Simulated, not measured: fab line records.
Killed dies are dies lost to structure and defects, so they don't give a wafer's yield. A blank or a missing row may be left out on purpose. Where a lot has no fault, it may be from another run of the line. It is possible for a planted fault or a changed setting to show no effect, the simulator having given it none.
Which tool did it? | flow nand_harc | 23 lots, 69 wafers sampled, at 6 steps of a route of 1159

## WHAT THE GAUGES READ, wafer by wafer
The record holds no reading of a measuring or inspecting step that can be judged against a usual standard deviation.

## WHAT TOOL EACH LOT RAN ON (gives the tool, then ch and the chambers of the sampled wafers, and finally the start)
lot  | NHARC_A_CHANNEL_FILL_D1_RTA_24   | NHARC_A_STAIRCASE_STRIP_171          | NHARC_A_STAIRCASE_TRIM_26                     | NHARC_A_STAIRCASE_TRIM_189                    | NHARC_A_STAIRCASE_ETCH_190                    | NHARC_A_STAIRCASE_TRIM_196
L074 | rtp_anneal-01 ch 0, day 10 22:02 | plasma_asher-01 ch 0,1, day 10 23:36 | rie_diel-02 ch 0,2, day 11 06:25 or earlier   | rie_diel-02 ch 0,2, day 11 06:25 or earlier   | rie_diel-02 ch 1,2, day 11 06:25 or earlier   | rie_diel-13 ch 2,3, day 11 06:25
L075 | rtp_anneal-02 ch 0, day 10 22:02 | plasma_asher-01 ch 0, day 10 23:53   | rie_diel-13 ch 2,3, day 11 06:39 or earlier   | rie_diel-01 ch 2,3, day 11 06:39 or earlier   | rie_diel-01 ch 1,2, day 11 06:39 or earlier   | rie_diel-02 ch 0,1, day 11 06:39
L076 | rtp_anneal-02 ch 0, day 11 07:07 | plasma_asher-01 ch 0,1, day 11 08:52 | rie_diel-02 ch 0,1,2, day 11 18:37 or earlier | rie_diel-02 ch 0,1,2, day 11 18:37 or earlier | rie_diel-02 ch 0,1,2, day 11 18:37 or earlier | rie_diel-13 ch 0,1,3, day 11 18:37
L077 | rtp_anneal-01 ch 0, day 11 07:08 | plasma_asher-02 ch 1, day 11 08:43   | rie_diel-13 ch 0,2,3, day 11 17:31 or earlier | rie_diel-13 ch 2,3, day 11 17:31 or earlier   | rie_diel-13 ch 2,3, day 11 17:31 or earlier   | rie_diel-02 ch 0,1, day 11 17:31
L078 | rtp_anneal-02 ch 0, day 11 19:34 | plasma_asher-02 ch 0,1, day 11 21:29 | rie_diel-01 ch 0,2,3, day 12 04:25 or earlier | rie_diel-01 ch 0,1,2, day 12 04:25 or earlier | rie_diel-01 ch 0,1,3, day 12 04:25 or earlier | rie_diel-02 ch 1,2, day 12 04:25
L080 | rtp_anneal-01 ch 0, day 11 19:37 | plasma_asher-01 ch 0,1, day 11 21:13 | rie_diel-02 ch 1,2,3, day 12 04:36 or earlier | rie_diel-13 ch 1,2, day 12 04:36 or earlier   | rie_diel-13 ch 1,2,3, day 12 04:36 or earlier | rie_diel-13 ch 0,1, day 12 04:36
L079 | rtp_anneal-02 ch 0, day 11 21:50 | plasma_asher-01 ch 0,1, day 11 23:25 | rie_diel-01 ch 0,2,3, day 12 06:23 or earlier | rie_diel-01 ch 0,1, day 12 06:23 or earlier   | rie_diel-01 ch 2,3, day 12 06:23 or earlier   | rie_diel-01 ch 1,2,3, day 12 06:23
L082 | rtp_anneal-02 ch 0, day 12 13:32 | plasma_asher-02 ch 0,1, day 12 15:28 | rie_diel-01 ch 1,2, day 12 23:29 or earlier   | rie_diel-02 ch 0,3, day 12 23:29 or earlier   | rie_diel-02 ch 0,2,3, day 12 23:29 or earlier | rie_diel-01 ch 2,3, day 12 23:29
L081 | rtp_anneal-01 ch 0, day 12 13:34 | plasma_asher-02 ch 0,1, day 12 15:42 | rie_diel-02 ch 0,3, day 13 00:44 or earlier   | rie_diel-13 ch 0,1,2, day 13 00:44 or earlier | rie_diel-13 ch 0,1, day 13 00:44 or earlier   | rie_diel-13 ch 1,2, day 13 00:44
L084 | rtp_anneal-01 ch 0, day 13 02:01 | plasma_asher-02 ch 0,1, day 13 03:41 | rie_diel-01 ch 1,2,3, day 13 10:19 or earlier | rie_diel-13 ch 0,1,2, day 13 10:19 or earlier | rie_diel-13 ch 0,2,3, day 13 10:19 or earlier | rie_diel-01 ch 0,2,3, day 13 10:19
L083 | rtp_anneal-02 ch 0, day 13 05:34 | plasma_asher-01 ch 0,1, day 13 07:28 | rie_diel-02 ch 0,2,3, day 13 14:02 or earlier | rie_diel-13 ch 1,2,3, day 13 14:02 or earlier | rie_diel-13 ch 1,2,3, day 13 14:02 or earlier | rie_diel-13 ch 1,2,3, day 13 14:02
L085 | rtp_anneal-01 ch 0, day 13 20:28 | plasma_asher-02 ch 0,1, day 13 21:58 | rie_diel-02 ch 1,2, day 14 06:11 or earlier   | rie_diel-02 ch 0,1,3, day 14 06:11 or earlier | rie_diel-02 ch 0,1, day 14 06:11 or earlier   | rie_diel-02 ch 0,1, day 14 06:11
L086 | rtp_anneal-01 ch 0, day 13 20:34 | plasma_asher-01 ch 0,1, day 13 22:32 | rie_diel-01 ch 0,1,3, day 14 06:56 or earlier | rie_diel-13 ch 0,1,3, day 14 06:56 or earlier | rie_diel-13 ch 0,1,3, day 14 06:56 or earlier | rie_diel-13 ch 0,2,3, day 14 06:56
L088 | rtp_anneal-02 ch 0, day 14 02:53 | plasma_asher-02 ch 0,1, day 14 04:34 | rie_diel-13 ch 0,1,3, day 14 11:05 or earlier | rie_diel-13 ch 0,1,3, day 14 11:05 or earlier | rie_diel-13 ch 1,2, day 14 11:05 or earlier   | rie_diel-02 ch 0,3, day 14 11:05
L091 | rtp_anneal-01 ch 0, day 14 15:46 | plasma_asher-01 ch 0,1, day 14 17:34 | rie_diel-01 ch 1,2, day 15 00:59 or earlier   | rie_diel-01 ch 1,2,3, day 15 00:59 or earlier | rie_diel-01 ch 0,3, day 15 00:59 or earlier   | rie_diel-13 ch 0,1,2, day 15 00:59
L087 | rtp_anneal-01 ch 0, day 14 19:08 | plasma_asher-02 ch 0, day 14 20:57   | rie_diel-13 ch 0,1,3, day 15 04:14 or earlier | rie_diel-13 ch 1,2,3, day 15 04:14 or earlier | rie_diel-13 ch 0,2, day 15 04:14 or earlier   | rie_diel-02 ch 0,1, day 15 04:14
L089 | rtp_anneal-01 ch 0, day 14 19:18 | plasma_asher-01 ch 0,1, day 14 21:10 | rie_diel-01 ch 0,1, day 15 05:22 or earlier   | rie_diel-01 ch 0,1, day 15 05:22 or earlier   | rie_diel-01 ch 0,3, day 15 05:22 or earlier   | rie_diel-01 ch 1,3, day 15 05:22
L093 | rtp_anneal-02 ch 0, day 15 02:41 | plasma_asher-02 ch 0,1, day 15 04:28 | rie_diel-13 ch 1,2, day 15 10:52 or earlier   | rie_diel-02 ch 1,3, day 15 10:52 or earlier   | rie_diel-02 ch 1,2,3, day 15 10:52 or earlier | rie_diel-01 ch 0,3, day 15 10:52
L092 | rtp_anneal-01 ch 0, day 15 16:05 | plasma_asher-01 ch 0,1, day 15 17:42 | rie_diel-01 ch 1,2, day 16 00:06 or earlier   | rie_diel-01 ch 1,2, day 16 00:06 or earlier   | rie_diel-01 ch 0,1,3, day 16 00:06 or earlier | rie_diel-13 ch 1,2,3, day 16 00:06
L095 | rtp_anneal-02 ch 0, day 16 08:37 | plasma_asher-01 ch 0,1, day 16 10:13 | rie_diel-02 ch 0,2,3, day 16 16:25 or earlier | rie_diel-02 ch 0,1,2, day 16 16:25 or earlier | rie_diel-02 ch 0,1,2, day 16 16:25 or earlier | rie_diel-02 ch 0,2,3, day 16 16:25
L096 | rtp_anneal-01 ch 0, day 16 08:39 | plasma_asher-01 ch 0,1, day 16 10:33 | rie_diel-13 ch 0,2,3, day 16 16:51 or earlier | rie_diel-01 ch 0,2,3, day 16 16:51 or earlier | rie_diel-01 ch 1,2,3, day 16 16:51 or earlier | rie_diel-01 ch 1,2,3, day 16 16:51
L094 | rtp_anneal-01 ch 0, day 16 12:46 | plasma_asher-01 ch 0,1, day 16 14:35 | rie_diel-13 ch 1,3, day 16 21:37 or earlier   | rie_diel-01 ch 0,2,3, day 16 21:37 or earlier | rie_diel-01 ch 1,2,3, day 16 21:37 or earlier | rie_diel-13 ch 0,1,3, day 16 21:37
L097 | rtp_anneal-02 ch 0, day 16 17:16 | plasma_asher-01 ch 0,1, day 16 19:40 | rie_diel-02 ch 1,3, day 17 02:47 or earlier   | rie_diel-02 ch 1,2,3, day 17 02:47 or earlier | rie_diel-02 ch 0,1,2, day 17 02:47 or earlier | rie_diel-01 ch 2,3, day 17 02:47
- NHARC_A_CHANNEL_FILL_D1_RTA_24: time 5 s.
- NHARC_A_STAIRCASE_STRIP_171: strips in O2.
- NHARC_A_STAIRCASE_TRIM_26: chemistry O2, time 211.2 s.
- NHARC_A_STAIRCASE_TRIM_189: chemistry O2, time 211.2 s.
- NHARC_A_STAIRCASE_ETCH_190: etches the open film in C4F8/O2, target depth 100 nm, time 40.5 s.
- NHARC_A_STAIRCASE_TRIM_196: chemistry O2, time 211.2 s.

## WHAT THE TOOLS THEMSELVES READ (means of the sampled wafers that have a number; where no wafer has one, the mark that the record gives instead)
NHARC_A_CHANNEL_FILL_D1_RTA_24. Usual: lamp_power_pct 31.6 %, standard deviation 2.1; lamp_zone_1_pct 31.6 %, standard deviation 2.1; wafer_temp_C_max 1006.2, standard deviation 1.9.
lot  | tool          | lamp_power_pct (%) | lamp_zone_1_pct (%) | wafer_temp_C_max | flag
L074 | rtp_anneal-01 | 29.6               | 29.6                | 1006.9           |
L075 | rtp_anneal-02 | 33.8               | 33.9                | 1004.9           |
L076 | rtp_anneal-02 | 33.8               | 33.8                | 1004.0           |
L077 | rtp_anneal-01 | 29.6               | 29.6                | 1006.0           |
L078 | rtp_anneal-02 | 33.8               | 33.9                | 1004.5           |
L080 | rtp_anneal-01 | 29.6               | 29.7                | 1006.6           |
L079 | rtp_anneal-02 | 33.9               | 33.9                | 1003.8           |
L082 | rtp_anneal-02 | 33.8               | 33.8                | 1004.4           |
L081 | rtp_anneal-01 | 29.6               | 29.7                | 1007.8           |
L084 | rtp_anneal-01 | 29.6               | 29.6                | 1008.0           |
L083 | rtp_anneal-02 | 33.8               | 33.8                | 1005.7           |
L085 | rtp_anneal-01 | 29.7               | 29.6                | 1007.6           |
L086 | rtp_anneal-01 | 29.6               | 29.6                | 1007.8           |
L088 | rtp_anneal-02 | 33.8               | 33.9                | 1004.0           |
L091 | rtp_anneal-01 | 29.6               | 29.6                | 1007.4           |
L087 | rtp_anneal-01 | 29.6               | 29.6                | 1007.2           |
L089 | rtp_anneal-01 | 29.6               | 29.7                | 1008.0           |
L093 | rtp_anneal-02 | 33.8               | 33.8                | 1005.2           |
L092 | rtp_anneal-01 | 29.6               | 29.6                | 1007.0           |
L095 | rtp_anneal-02 | 33.8               | 33.9                | 1003.8           |
L096 | rtp_anneal-01 | 29.6               | 29.6                | 1008.8           |
L094 | rtp_anneal-01 | 29.6               | 29.6                | 1007.0           |
L097 | rtp_anneal-02 | 33.9               | 33.9                | 1004.0           |

NHARC_A_STAIRCASE_STRIP_171. Usual: drypump_motor_current_A 6.1 A, standard deviation 0.56; heater_power_w 331 W, standard deviation 27.
lot  | tool            | drypump_motor_current_A (A) | heater_power_w (W) | flag
L074 | plasma_asher-01 | 5.9                         | 344                |
L075 | plasma_asher-01 | 6.8                         | 284                |
L076 | plasma_asher-01 | 6.3                         | 307                |
L077 | plasma_asher-02 | 5.6                         | 320                |
L078 | plasma_asher-02 | 5.9                         | 332                |
L080 | plasma_asher-01 | 5.9                         | 335                |
L079 | plasma_asher-01 | 6.3                         | 307                |
L082 | plasma_asher-02 | 6.2                         | 335                |
L081 | plasma_asher-02 | 5.9                         | 330                |
L084 | plasma_asher-02 | 5.9                         | 330                |
L083 | plasma_asher-01 | 6.3                         | 331                |
L085 | plasma_asher-02 | 6.2                         | 334                |
L086 | plasma_asher-01 | 6.4                         | 327                |
L088 | plasma_asher-02 | 6.2                         | 332                |
L091 | plasma_asher-01 | 6.3                         | 318                |
L087 | plasma_asher-02 | 6.5                         | 342                |
L089 | plasma_asher-01 | 5.9                         | 343                |
L093 | plasma_asher-02 | 6.2                         | 334                |
L092 | plasma_asher-01 | 6.4                         | 326                |
L095 | plasma_asher-01 | 6.3                         | 323                |
L096 | plasma_asher-01 | 6.3                         | 322                |
L094 | plasma_asher-01 | 5.9                         | 349                |
L097 | plasma_asher-01 | 6.4                         | 329                |

NHARC_A_STAIRCASE_TRIM_26. Usual: drypump_motor_current_A 5.7 A, standard deviation 0.36; oes_product_au 1.002 a.u., standard deviation 0.0074; rf_vpp_V 57.6 V, standard deviation 0.92; showerhead_plenum_p_Torr 3.47 Torr, standard deviation 0.14; throttle_valve_pct 17.037 %, standard deviation 0.0083.
lot  | tool        | drypump_motor_current_A (A) | oes_product_au (a.u.) | rf_vpp_V (V) | showerhead_plenum_p_Torr (Torr) | throttle_valve_pct (%) | flag
L074 | rie_diel-02 | 5.4                         | 1.001                 | 58.1         | 3.52                            | 17.045                 |
L075 | rie_diel-13 | 5.6                         | 1.001                 | 58.2         | 3.34                            | 17.041                 |
L076 | rie_diel-02 | 5.5                         | 0.995                 | 57.6         | 3.43                            | 17.033                 |
L077 | rie_diel-13 | 5.5                         | 0.995                 | 57.0         | 3.42                            | 17.034                 |
L078 | rie_diel-01 | 5.8                         | 1.005                 | 56.4         | 3.52                            | 17.029                 |
L080 | rie_diel-02 | 5.8                         | 0.997                 | 57.9         | 3.47                            | 17.036                 |
L079 | rie_diel-01 | 5.7                         | 1.001                 | 58.0         | 3.52                            | 17.035                 |
L082 | rie_diel-01 | 6.1                         | 1.003                 | 57.3         | 3.55                            | 17.035                 |
L081 | rie_diel-02 | 5.9                         | 0.996                 | 58.4         | 3.67                            | 17.026                 |
L084 | rie_diel-01 | 5.9                         | 0.995                 | 58.8         | 3.52                            | 17.044                 |
L083 | rie_diel-02 | 5.8                         | 1.004                 | 57.3         | 3.55                            | 17.042                 |
L085 | rie_diel-02 | 5.5                         | 1.005                 | 57.3         | 3.33                            | 17.047                 |
L086 | rie_diel-01 | 5.6                         | 1.007                 | 57.9         | 3.43                            | 17.046                 |
L088 | rie_diel-13 | 5.7                         | 1.000                 | 57.8         | 3.44                            | 17.035                 |
L091 | rie_diel-01 | 6.1                         | 1.004                 | 57.1         | 3.54                            | 17.042                 |
L087 | rie_diel-13 | 5.7                         | 1.006                 | 57.8         | 3.43                            | 17.036                 |
L089 | rie_diel-01 | 5.7                         | 1.011                 | 56.4         | 3.36                            | 17.038                 |
L093 | rie_diel-13 | 5.9                         | 1.017                 | 57.8         | 3.64                            | 17.035                 |
L092 | rie_diel-01 | 6.0                         | 1.006                 | 57.5         | 3.45                            | 17.040                 |
L095 | rie_diel-02 | 5.8                         | 0.997                 | 57.7         | 3.54                            | 17.030                 |
L096 | rie_diel-13 | 5.5                         | 1.001                 | 57.7         | 3.58                            | 17.034                 |
L094 | rie_diel-13 | 5.8                         | 1.000                 | 56.6         | 3.41                            | 17.032                 |
L097 | rie_diel-02 | 5.7                         | 1.004                 | 57.7         | 3.43                            | 17.034                 |

NHARC_A_STAIRCASE_TRIM_189. Usual: drypump_motor_current_A 5.7 A, standard deviation 0.36; oes_product_au 1.004 a.u., standard deviation 0.0075; rf_vpp_V 57.7 V, standard deviation 0.87; showerhead_plenum_p_Torr 3.48 Torr, standard deviation 0.14; throttle_valve_pct 17.036 %, standard deviation 0.0087.
lot  | tool        | drypump_motor_current_A (A) | oes_product_au (a.u.) | rf_vpp_V (V) | showerhead_plenum_p_Torr (Torr) | throttle_valve_pct (%) | flag
L074 | rie_diel-02 | 5.6                         | 1.008                 | 58.0         | 3.44                            | 17.036                 |
L075 | rie_diel-01 | 6.0                         | 0.998                 | 57.8         | 3.62                            | 17.038                 |
L076 | rie_diel-02 | 5.5                         | 0.994                 | 57.0         | 3.43                            | 17.037                 |
L077 | rie_diel-13 | 5.5                         | 0.996                 | 57.3         | 3.40                            | 17.029                 |
L078 | rie_diel-01 | 5.8                         | 1.000                 | 58.2         | 3.46                            | 17.047                 |
L080 | rie_diel-13 | 6.1                         | 1.011                 | 56.6         | 3.33                            | 17.030                 |
L079 | rie_diel-01 | 5.7                         | 1.012                 | 57.7         | 3.37                            | 17.040                 |
L082 | rie_diel-02 | 5.9                         | 0.999                 | 58.6         | 3.67                            | 17.035                 |
L081 | rie_diel-13 | 5.8                         | 1.004                 | 57.0         | 3.56                            | 17.035                 |
L084 | rie_diel-13 | 5.8                         | 1.017                 | 58.3         | 3.56                            | 17.026                 |
L083 | rie_diel-13 | 5.8                         | 1.004                 | 57.9         | 3.54                            | 17.036                 |
L085 | rie_diel-02 | 5.6                         | 1.007                 | 58.1         | 3.53                            | 17.042                 |
L086 | rie_diel-13 | 5.7                         | 1.005                 | 58.2         | 3.44                            | 17.037                 |
L088 | rie_diel-13 | 5.7                         | 1.012                 | 58.3         | 3.44                            | 17.028                 |
L091 | rie_diel-01 | 5.9                         | 1.007                 | 57.0         | 3.52                            | 17.040                 |
L087 | rie_diel-13 | 5.8                         | 1.005                 | 57.5         | 3.53                            | 17.028                 |
L089 | rie_diel-01 | 5.7                         | 1.004                 | 57.3         | 3.36                            | 17.044                 |
L093 | rie_diel-02 | 6.0                         | 1.002                 | 57.5         | 3.57                            | 17.044                 |
L092 | rie_diel-01 | 6.2                         | 1.016                 | 56.8         | 3.54                            | 17.041                 |
L095 | rie_diel-02 | 5.5                         | 1.005                 | 57.3         | 3.41                            | 17.030                 |
L096 | rie_diel-01 | 5.8                         | 1.005                 | 57.7         | 3.50                            | 17.031                 |
L094 | rie_diel-01 | 5.8                         | 1.004                 | 58.2         | 3.50                            | 17.035                 |
L097 | rie_diel-02 | 5.8                         | 1.003                 | 57.8         | 3.45                            | 17.030                 |

NHARC_A_STAIRCASE_ETCH_190. Usual: oes_product_au 0.945 a.u., standard deviation 0.013; rf_fwd_power_W 592.6 W, standard deviation 2.3; rf_vpp_V 894 V, standard deviation 5.3.
lot  | tool        | oes_product_au (a.u.) | rf_fwd_power_W (W) | rf_vpp_V (V) | flag
L074 | rie_diel-02 | 0.935                 | 593.5              | 890          |
L075 | rie_diel-01 | 0.940                 | 594.0              | 896          |
L076 | rie_diel-02 | 0.940                 | 594.0              | 892          |
L077 | rie_diel-13 | 0.915                 | 588.7              | 891          |
L078 | rie_diel-01 | 0.950                 | 590.8              | 893          |
L080 | rie_diel-13 | 0.953                 | 590.2              | 890          |
L079 | rie_diel-01 | 0.941                 | 594.5              | 898          |
L082 | rie_diel-02 | 0.933                 | 593.9              | 897          |
L081 | rie_diel-13 | 0.947                 | 591.7              | 893          |
L084 | rie_diel-13 | 0.956                 | 590.1              | 899          |
L083 | rie_diel-13 | 0.943                 | 589.6              | 896          |
L085 | rie_diel-02 | 0.934                 | 590.8              | 895          |
L086 | rie_diel-13 | 0.943                 | 592.0              | 893          |
L088 | rie_diel-13 | 0.967                 | 593.1              | 900          |
L091 | rie_diel-01 | 0.929                 | 593.2              | 894          |
L087 | rie_diel-13 | 0.957                 | 594.0              | 900          |
L089 | rie_diel-01 | 0.955                 | 593.5              | 894          |
L093 | rie_diel-02 | 0.951                 | 593.9              | 893          |
L092 | rie_diel-01 | 0.963                 | 592.3              | 893          |
L095 | rie_diel-02 | 0.947                 | 592.7              | 892          |
L096 | rie_diel-01 | 0.958                 | 592.2              | 895          |
L094 | rie_diel-01 | 0.948                 | 593.5              | 894          |
L097 | rie_diel-02 | 0.938                 | 591.6              | 891          |

NHARC_A_STAIRCASE_TRIM_196. Usual: drypump_motor_current_A 5.7 A, standard deviation 0.37; oes_product_au 1.004 a.u., standard deviation 0.0086; rf_vpp_V 57.6 V, standard deviation 0.88; showerhead_plenum_p_Torr 3.48 Torr, standard deviation 0.14; throttle_valve_pct 17.037 %, standard deviation 0.0092.
lot  | tool        | drypump_motor_current_A (A) | oes_product_au (a.u.) | rf_vpp_V (V) | showerhead_plenum_p_Torr (Torr) | throttle_valve_pct (%) | flag
L074 | rie_diel-13 | 5.5                         | 0.992                 | 57.1         | 3.40                            | 17.032                 |
L075 | rie_diel-02 | 5.3                         | 1.005                 | 58.0         | 3.50                            | 17.036                 |
L076 | rie_diel-13 | 5.7                         | 1.001                 | 57.7         | 3.45                            | 17.038                 |
L077 | rie_diel-02 | 5.3                         | 0.997                 | 57.4         | 3.41                            | 17.043                 |
L078 | rie_diel-02 | 5.5                         | 1.000                 | 57.6         | 3.34                            | 17.047                 |
L080 | rie_diel-13 | 5.8                         | 1.002                 | 57.1         | 3.47                            | 17.039                 |
L079 | rie_diel-01 | 5.9                         | 1.007                 | 57.6         | 3.52                            | 17.035                 |
L082 | rie_diel-01 | 6.0                         | 1.003                 | 57.8         | 3.61                            | 17.025                 |
L081 | rie_diel-13 | 5.9                         | 1.013                 | 58.1         | 3.66                            | 17.032                 |
L084 | rie_diel-01 | 5.7                         | 1.013                 | 57.3         | 3.51                            | 17.039                 |
L083 | rie_diel-13 | 5.8                         | 1.009                 | 57.9         | 3.54                            | 17.034                 |
L085 | rie_diel-02 | 5.4                         | 1.000                 | 58.3         | 3.40                            | 17.036                 |
L086 | rie_diel-13 | 5.5                         | 1.012                 | 58.4         | 3.59                            | 17.037                 |
L088 | rie_diel-02 | 6.0                         | 1.004                 | 58.6         | 3.67                            | 17.045                 |
L091 | rie_diel-13 | 5.8                         | 1.012                 | 57.5         | 3.54                            | 17.038                 |
L087 | rie_diel-02 | 5.3                         | 1.010                 | 57.8         | 3.48                            | 17.040                 |
L089 | rie_diel-01 | 5.7                         | 1.014                 | 57.0         | 3.43                            | 17.033                 |
L093 | rie_diel-01 | 5.4                         | 1.008                 | 58.2         | 3.41                            | 17.035                 |
L092 | rie_diel-13 | 5.8                         | 1.003                 | 57.0         | 3.53                            | 17.023                 |
L095 | rie_diel-02 | 5.8                         | 0.999                 | 58.4         | 3.54                            | 17.039                 |
L096 | rie_diel-01 | 5.9                         | 1.010                 | 57.3         | 3.51                            | 17.036                 |
L094 | rie_diel-13 | 5.7                         | 0.999                 | 57.3         | 3.43                            | 17.039                 |
L097 | rie_diel-01 | 5.8                         | 1.005                 | 57.7         | 3.56                            | 17.033                 |

## THE ANSWER, worked out from the rows above alone
Rule: lot off if the mean of its wafers having a number is beyond 3 standard deviations from the usual mean. A lot without any number at a reading at which 4 lots or more have one is off too. The other lots that the step has rows for count as sound. First the gauges in route order, then the tools' own readings, where a lot's mean is used as printed above. At the first step where some lot is off, the reading lying furthest off is the one used; lots without a number count as furthest.
Nothing can be told from this: no lot is off at any reading shown.

## WHAT THE SIMULATOR HAD PUT IN
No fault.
